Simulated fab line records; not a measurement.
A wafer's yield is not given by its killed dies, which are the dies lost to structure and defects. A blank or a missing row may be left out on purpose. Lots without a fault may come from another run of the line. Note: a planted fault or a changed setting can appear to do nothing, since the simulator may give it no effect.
What tool caused it? | flow nand harc | 13 lots with 39 wafers sampled at 5 steps, on a route of 1302 steps

WHAT THE GAUGES READ, wafer by wafer
NHARC_THIN_TSV_CD_MEAS_12: the cd target is 1000 nm. Usual: cd nm 1000.4 nm, standard deviation 1.8.
lot  | measured     | on        | cd nm (nm)           | flag
L820 | day 24 04:38 | cd sem-03 | 997.8 1001.0 1000.0  |
L821 | day 25 08:55 | cd sem-02 | 1006.4 1003.9 1002.8 |
L822 | day 25 11:17 | cd sem-01 | 1001.5 999.6 1001.7  |
L823 | day 25 10:09 | cd sem-02 | 997.0 997.3 997.9    |
L824 | day 25 12:33 | cd sem-03 | 1000.8 1002.1 1001.8 |
L826 | day 26 13:45 | cd sem-02 | 1002.0 999.5 1002.1  |
L827 | day 27 12:17 | cd sem-02 | 1000.3 1000.6 999.0  |
L828 | day 27 18:07 | cd sem-03 | 998.5 1001.5 1000.8  |
L829 | day 27 19:20 | cd sem-01 | 999.9 1000.0 1000.5  |
L830 | day 28 04:31 | cd sem-01 | 1000.8 1000.5 998.7  |
L831 | day 28 14:50 | cd sem-01 | 1000.9 1001.5 1002.1 |
L843 | day 33 17:37 | cd sem-02 | 998.6 999.4 999.6    |

NHARC_END_SORT_01. Usual: killed at array 53, standard deviation 18; killed at other 0.8, standard deviation 1.1; killed at periphery 4.1, standard deviation 2.7; killed dies 58, standard deviation 18; killed open 3.1, standard deviation 1.7; killed short 2.7, standard deviation 1.7.
lot  | measured     | on        | killed at array | killed at other | killed at periphery | killed dies | killed open | killed short | flag
L836 | day 31 13:25 | prober-01 | 60 91 72        | 0 1 0           | 617 585 605         | 677 677 677 | 4 3 4       | 4 4 2        | OFF

EACH LOT AND THE TOOL THAT RAN IT (in order: tool; ch and the chambers of the sampled wafers; start)
lot  | NHARC_P_STI_HM_DEP_30       | NHARC_THIN_TSV_ETCH_15           | NHARC_THIN_TSV_DESCUM_35
L820 | lpcvd-02 ch 0, day 2 15:04  | rie si-02 ch 0,1, day 24 05:27   | rie diel-07 ch 0,1, day 24 10:34
L821 | lpcvd-01 ch 0, day 3 04:00  | rie si-03 ch 0,1,2, day 25 09:44 | rie diel-07 ch 0,1,3, day 25 15:04
L822 | lpcvd-01 ch 0, day 3 15:03  | rie si-03 ch 0,1,3, day 25 12:15 | rie diel-07 ch 0,2,3, day 25 17:42
L823 | lpcvd-01 ch 0, day 3 22:44  | rie si-02 ch 2,3, day 25 11:05   | rie diel-07 ch 1,2, day 25 16:15
L824 | lpcvd-01 ch 0, day 4 09:37  | rie si-04 ch 1,3, day 25 13:31   | rie diel-04 ch 2,3, day 25 18:57
L826 | lpcvd-01 ch 1, day 5 07:53  | rie si-02 ch 0,1,3, day 26 14:34 | rie diel-07 ch 0,2,3, day 26 19:46
L827 | lpcvd-01 ch 1, day 5 16:08  | rie si-04 ch 0,2,3, day 27 13:07 | rie diel-07 ch 0,1,3, day 27 18:25
L828 | lpcvd-02 ch 0, day 5 22:01  | rie si-03 ch 0,1,3, day 27 18:57 | rie diel-04 ch 0,1,2, day 28 00:21
L829 | lpcvd-01 ch 0, day 6 09:02  | rie si-04 ch 0,2,3, day 27 20:10 | rie diel-04 ch 0,2,3, day 28 01:27
L830 | lpcvd-02 ch 0, day 6 21:02  | rie si-02 ch 0,1,3, day 28 05:20 | rie diel-01 ch 0,2, day 28 10:35
L831 | lpcvd-01 ch 0, day 7 07:42  | rie si-02 ch 0,1,3, day 28 15:41 | rie diel-01 ch 1,2,3, day 28 20:52
L836 | lpcvd-01 ch 0, day 9 08:29  | -                                | -
L843 | lpcvd-01 ch 1, day 12 06:21 | rie si-04 ch 0, day 33 18:37     | rie diel-04 ch 0,1, day 34 00:04
- NHARC_P_STI_HM_DEP_30: deposits Si3N4, target thk 80 nm, time 873 s.
- NHARC_THIN_TSV_ETCH_15: target depth 3000 nm, bosch target overetch cycles 2, bosch etch step 2.8 s.
- NHARC_THIN_TSV_DESCUM_35: chemistry O2, time 3 s.

AS READ BY THE TOOLS THEMSELVES (means over the sampled wafers that have a number; for cases with no such wafer, the mark the record gives instead)
NHARC_THIN_TSV_ETCH_15. Usual: drypump motor current A 5.7 A, standard deviation 0.5.
lot  | tool      | drypump motor current A (A) | flag
L820 | rie si-02 | 6.1                         |
L821 | rie si-03 | 5.8                         |
L822 | rie si-03 | 5.7                         |
L823 | rie si-02 | 6.2                         |
L824 | rie si-04 | 5.6                         |
L826 | rie si-02 | 5.9                         |
L827 | rie si-04 | 5.6                         |
L828 | rie si-03 | 5.8                         |
L829 | rie si-04 | 5.7                         |
L830 | rie si-02 | 5.9                         |
L831 | rie si-02 | 5.9                         |
L843 | rie si-04 | 5.2                         |

NHARC_THIN_TSV_DESCUM_35. Usual: drypump motor current A 5.7 A, standard deviation 0.4; o2 flow sccm 200.0 sccm, standard deviation 0.59; oes product au 0.998 a.u., standard deviation 0.011; rf vpp V 57.7 V, standard deviation 0.88; showerhead plenum p Torr 1.89 Torr, standard deviation 0.095; throttle valve pct 11.311 %, standard deviation 0.0095.
lot  | tool        | drypump motor current A (A) | o2 flow sccm (sccm) | oes product au (a.u.) | rf vpp V (V) | showerhead plenum p Torr (Torr) | throttle valve pct (%) | flag
L820 | rie diel-07 | 5.7                         | 200.8               | 1.000                 | 57.4         | 1.89                            | 11.317                 |
L821 | rie diel-07 | 5.7                         | 199.9               | 1.006                 | 57.3         | 1.88                            | 11.304                 |
L822 | rie diel-07 | 5.5                         | 200.6               | 0.999                 | 57.8         | 1.83                            | 11.306                 |
L823 | rie diel-07 | 6.2                         | 200.0               | 0.998                 | 58.5         | 2.01                            | 11.316                 |
L824 | rie diel-04 | 5.4                         | 200.2               | 0.999                 | 57.3         | 1.83                            | 11.314                 |
L826 | rie diel-07 | 5.4                         | 200.1               | 0.995                 | 57.2         | 1.83                            | 11.312                 |
L827 | rie diel-07 | 5.7                         | 199.6               | 1.003                 | 58.0         | 1.88                            | 11.312                 |
L828 | rie diel-04 | 5.6                         | 199.7               | 0.996                 | 58.4         | 1.88                            | 11.307                 |
L829 | rie diel-04 | 5.5                         | 200.0               | 1.013                 | 58.0         | 1.89                            | 11.310                 |
L830 | rie diel-01 | 5.5                         | 200.2               | 0.994                 | 57.4         | 1.85                            | 11.301                 |
L831 | rie diel-01 | 6.0                         | 200.5               | 0.989                 | 57.7         | 1.94                            | 11.312                 |
L843 | rie diel-04 | 5.6                         | 200.3               | 1.000                 | 57.7         | 1.87                            | 11.312                 |

THE ANSWER, worked out from the rows above alone
Rule: take the mean of a lot's wafers that have a number; if it is more than 3 standard deviations from the usual mean, the lot is off. A lot without any number at a reading at which 4 lots or more have one is off too. Where the step has rows for the other lots, those lots are counted as sound. First the gauges in route order, then the tools' own readings, where a lot's mean is used as printed above. At the first step where some lot is off, the reading lying furthest off is the one used; lots without a number count as furthest.
Off: L836 (NHARC_END_SORT_01, killed at periphery). Neither off nor sound, because the step has no rows for them: L820, L821, L822, L823, L824, L826, L827, L828, L829, L830, L831, L843.
If a tool, at a process step before that reading, ran all the lots that are off and no sound lot after the first of them, it fits. Those tools and the gauges at NHARC_END_SORT_01 are tried in the same way. Can't be told from this: 2 tools fit, lpcvd-01 at NHARC_P_STI_HM_DEP_30, prober-01 at NHARC_END_SORT_01.

WHAT THE SIMULATOR PUT IN
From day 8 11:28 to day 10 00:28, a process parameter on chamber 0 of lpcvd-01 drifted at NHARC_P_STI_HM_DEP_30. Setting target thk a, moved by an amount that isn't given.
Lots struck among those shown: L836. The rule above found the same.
